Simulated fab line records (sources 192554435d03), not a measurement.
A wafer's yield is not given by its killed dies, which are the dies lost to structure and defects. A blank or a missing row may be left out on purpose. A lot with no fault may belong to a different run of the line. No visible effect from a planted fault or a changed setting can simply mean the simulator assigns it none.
Comparing a struck lot with a sound one :: flow n5-finfet :: 14 steps out of a route of 1938
Sound: these wafers, L475.1, L475.5, L475.6. Struck: wafer L483.1 (L483.3, L483.6, from the same lot, were not struck and are left out); the cause is given at the end.
For every step that has rows: the tool of each side, followed by ch and its chambers, followed by its first start. Under that, the readings that differ: sound wafers :: struck wafers :: difference of the means :: sigmas: that difference in standard deviations of wafers without a fault.
alike: same words and numbers on both sides, and readings whose means sit less than 2 such deviations apart. not compared: any withheld reading, any reading some wafer has no value for, any bound like >300 that may hide the same value, and any number with overlapping values for which the record gives no deviation.
Wherever a step has rows on one side only, a row that says differs or no value, or a row with sigmas, the two part there. Non-overlapping numbers with no deviation appear without sigmas and do not part them. A reading missing from all wafers of one side parts the sides only when that side holds two or more wafers.

first, 6 steps without rows for these wafers: N5_BEOL_M5_COAT_22 (resist thk 30 nm); N5_BEOL_M5_EBR_24; N5_BEOL_M5_SOFTBAKE_23 (time 60 s); N5_BEOL_M5_EXPOSE_25 (exposes mask V4, defocus 10 nm); N5_BEOL_M5_PEB_26 (peb time 60 s); N5_BEOL_M5_DEVELOP_27 (develop time 30 s).
N5_BEOL_M5_CD_MEAS_28: target cd 30.6 nm, target cd y 20 nm.
  sound on cd-sem-02 ch 0, day 8 05:59; struck on cd-sem-03 ch 0, day 10 01:16
  alike: cd-nm
N5_BEOL_M5_OVL_MEAS_29:
  sound on overlay-01 ch 0, day 8 06:01; struck on overlay-01 ch 0, day 10 01:18
  alike: V4_OVL
N5_BEOL_M5_INSPECT_30: inspects for defects (brightfield).
  sound on defect-inspect-02 at day 8 06:04; struck on defect-inspect-01 at day 10 01:22
reading: raw-defect-count
sound: 569 449 634
struck: 354
difference: -197
sigmas: -2
N5_BEOL_M5_DESCUM_33: chemistry O2, time 7 s.
  sound on rie-diel-02 ch 0,1,3, day 8 06:06; struck on rie-diel-02 ch 0, day 10 01:32
  alike: bias-power-w, drypump-motor-current-A, oes-product-au, rf-vpp-V, showerhead-plenum-p-Torr, throttle-valve-pct
  not compared: rf-hours-counter-h
N5_BEOL_M5_ETCH_75: etches underlayer in N2/H2, target depth 6.5 nm, time 5.2 s.
  sound on rie-diel-02 ch 0,1,3, day 8 06:08; struck on rie-diel-02 ch 0, day 10 01:34
  alike: drypump-motor-current-A, etch-rf-on-time-s, oes-product-au, rf-vpp-V, showerhead-plenum-p-Torr, throttle-valve-pct
  not compared: rf-hours-counter-h
N5_BEOL_M5_ETCH_67: etches SiARC in CF4, target depth 15.6 nm, time 26 s.
  sound on rie-diel-02 ch 0,1,3, day 8 06:09; struck on rie-diel-02 ch 0, day 10 01:35
  alike: drypump-motor-current-A, etch-rf-on-time-s, oes-product-au, rf-vpp-V, showerhead-plenum-p-Torr, throttle-valve-pct
  not compared: rf-hours-counter-h
N5_BEOL_M5_ETCH_68: etches SOC in N2/H2, target depth 80 nm, overetch 16 nm, time 120 s.
  sound on rie-diel-02 ch 0,1,3, day 8 06:11; struck on rie-diel-02 ch 0, day 10 01:37
reading: run-length-s (s)
sound: 142.9 143.9 143.3
struck: 135.0
difference: -8.4
sigmas: -19

reading: model.SiARC_of_BEOL_M5_COAT_66.thk-nm (nm)
sound: 6.4 6.4 6.2
struck: 6.8
difference: +0.5
sigmas: 
  alike: drypump-motor-current-A, oes-product-au, rf-vpp-V, showerhead-plenum-p-Torr, throttle-valve-pct
  not compared: rf-hours-counter-h
then, 1 step without rows for these wafers: N5_BEOL_M5_STRIP_69 (strips in N2/H2).

WHERE THEY PART
At N5_BEOL_M5_INSPECT_30 first; at N5_BEOL_M5_ETCH_68 last (within this record only).

WHY: whatever the simulator had introduced
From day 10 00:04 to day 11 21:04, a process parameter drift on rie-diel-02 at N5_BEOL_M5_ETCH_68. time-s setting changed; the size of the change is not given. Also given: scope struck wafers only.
